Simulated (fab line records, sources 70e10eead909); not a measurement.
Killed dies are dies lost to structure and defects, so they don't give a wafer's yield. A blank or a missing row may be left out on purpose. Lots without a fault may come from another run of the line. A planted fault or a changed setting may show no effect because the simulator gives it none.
Chamber matching | flow nand_harc | NHARC_A_BONDPAD_CMP_29 on cmp-04: 4 sister chambers
The step polishes SiCN, target thk 200 nm. 4 wafers are shown with their chamber, then 8 later ones without.

WAFERS WITH THEIR CHAMBER
wafer  | chamber | motor_current_A (A)
L082.1 | 0       | 12.1
L085.3 | 1       | 11.1
L085.5 | 2       | 11.1
L087.1 | 3       | 14.0

WAFERS WITHOUT THEIR CHAMBER
wafer  | motor_current_A (A)
L087.5 | 11.9
L087.6 | 10.9
L088.4 | 11.0
L088.5 | 14.6
L088.6 | 11.0
L091.2 | 10.9
L091.3 | 12.3
L091.6 | 11.7

WHICH CHAMBER EACH WENT THROUGH
wafer  | from the rows above          | in truth
L087.5 | 0                            | 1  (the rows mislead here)
L087.6 | can't be placed: 1 or 2      | 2
L088.4 | can't be placed: 1 or 2      | 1
L088.5 | 3                            | 3
L088.6 | can't be placed: 1 or 2      | 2
L091.2 | can't be placed: 1 or 2      | 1
L091.3 | 0                            | 0
L091.6 | can't be placed: 0 or 1 or 2 | 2
Placed correctly: 2 of 8. Can't be placed from these rows: 5 (the true chamber is among the candidates in 5). Placed wrongly: 1.
How it was worked out, from the rows above alone: a wafer's distance from a chamber is the root of the sum, over the readings, of the square of ((its reading less the chamber's mean) divided by the reading's scatter). The wafer belongs to the nearest chamber; if the next one is less than 2 further off, it can't be placed. A chamber's mean is the mean of its shown wafers. The scatter: with one shown wafer a chamber, the root of the mean of the squares of how far each hidden wafer lies from its nearest shown one.
